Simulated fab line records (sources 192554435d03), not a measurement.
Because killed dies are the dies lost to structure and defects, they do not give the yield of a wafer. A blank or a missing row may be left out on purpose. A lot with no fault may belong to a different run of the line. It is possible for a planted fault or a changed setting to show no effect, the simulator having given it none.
Split-lot study ; flow n5 finfet ; 21 wafers read from 7 lots, route of 1938 steps

== ABOUT THE SPLIT ==
At N5_SD_EPI_N_ETCH_45 (etches SiOCN in CH3F/O2, target depth 6 nm), the setting target depth a was moved away from the recipe's 60 angstrom on 10 of the 21 wafers read, by -9.7% to +10.3%. All remaining wafers had this setting at the recipe value.

The reading comes from the split's own step.

== THE READING ==
etch.depth nm (the simulator's own value, which no gauge read), in nm, at N5_SD_EPI_N_ETCH_45 (etches SiOCN in CH3F/O2, target depth 6 nm). There is no usual value for it anywhere in the file. Across the 11 wafers here that went through the recipe, the average is 5.947 nm and the standard deviation 0.079 nm.

wafer;tool, chamber at the split;target depth a as run, angstrom;against the recipe;etch.depth nm, nm;against lot-mates on the recipe
L078.4;rie diel-06, 3;54.2;-9.7%;5.214;-0.649
L078.5;rie diel-06, 2;60;recipe;5.863;-
L078.6;rie diel-06, 3;54.2;-9.7%;5.233;-0.630
L082.3;rie diel-05, 2;60;recipe;6.105;-
L082.4;rie diel-05, 3;66.18;+10.3%;6.226;+0.121
L082.5;rie diel-05, 3;66.18;+10.3%;6.241;+0.136
L085.2;rie diel-03, 1;60;recipe;5.824;-
L085.3;rie diel-03, 3;55.92;-6.8%;5.634;-0.190
L085.5;rie diel-03, 1;55.92;-6.8%;5.488;-0.336
L088.2;rie diel-03, 0;66.01;+10.0%;6.414;+0.451
L088.3;rie diel-03, 3;60;recipe;5.938;-
L088.6;rie diel-03, 3;60;recipe;5.988;-
L089.1;rie diel-06, 2;60;recipe;5.88;-
L089.2;rie diel-06, 3;55.18;-8.0%;5.382;-0.498
L089.5;rie diel-06, 0;55.18;-8.0%;5.581;-0.299
L091.1;rie diel-06, 0;60;recipe;6.064;-
L091.3;rie diel-06, 2;60;recipe;5.956;-
L091.5;rie diel-06, 2;60;recipe;5.962;-
L093.2;rie diel-03, 3;60;recipe;5.903;-
L093.5;rie diel-03, 2;63.32;+5.5%;6.38;+0.460
L093.6;rie diel-03, 3;60;recipe;5.937;-

FIT RESULTS
A straight line over all 21 wafers: etch.depth nm changes by +0.052 nm for each +1% of target depth a; r = +0.93; the points scatter about the line by 0.13 nm.
The same after taking each lot's own level away (the mean of its wafers on the recipe; 21 wafers): +0.0419 nm for each +1%; r = +0.89; scatter 0.14 nm.
On that fit, the largest move of target depth a shifts the reading by 0.43 nm.
Across the lots, their own levels run from 5.8240 to 6.1050 nm, a range of 3.5 times the standard deviation given above.
In other words, the slope is changed by the lot-to-lot level; the two fits disagree.
Check: for one of the wafers moved furthest among these (+10.3%), held out of the fit, the line's prediction against its lot-mates is +0.459 nm. Against them it came out at +0.121 nm.

== THE OTHER SPLITS THESE WAFERS WENT THROUGH ==
Note: prior to the reading, these wafers also went through further splits. Each is held against what the fit with the lots' levels taken away leaves over:
other split on the same wafers;wafers away from the commonest value;r with etch.depth nm (lot level and that fit taken away)
N5_SD_EPI_N_PEB_07 peb temp c;7;-0.07

== THE FILE'S OWN FIT ==
etch.depth nm changes by +0.0443 nm for each +1% of target depth a, r = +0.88.
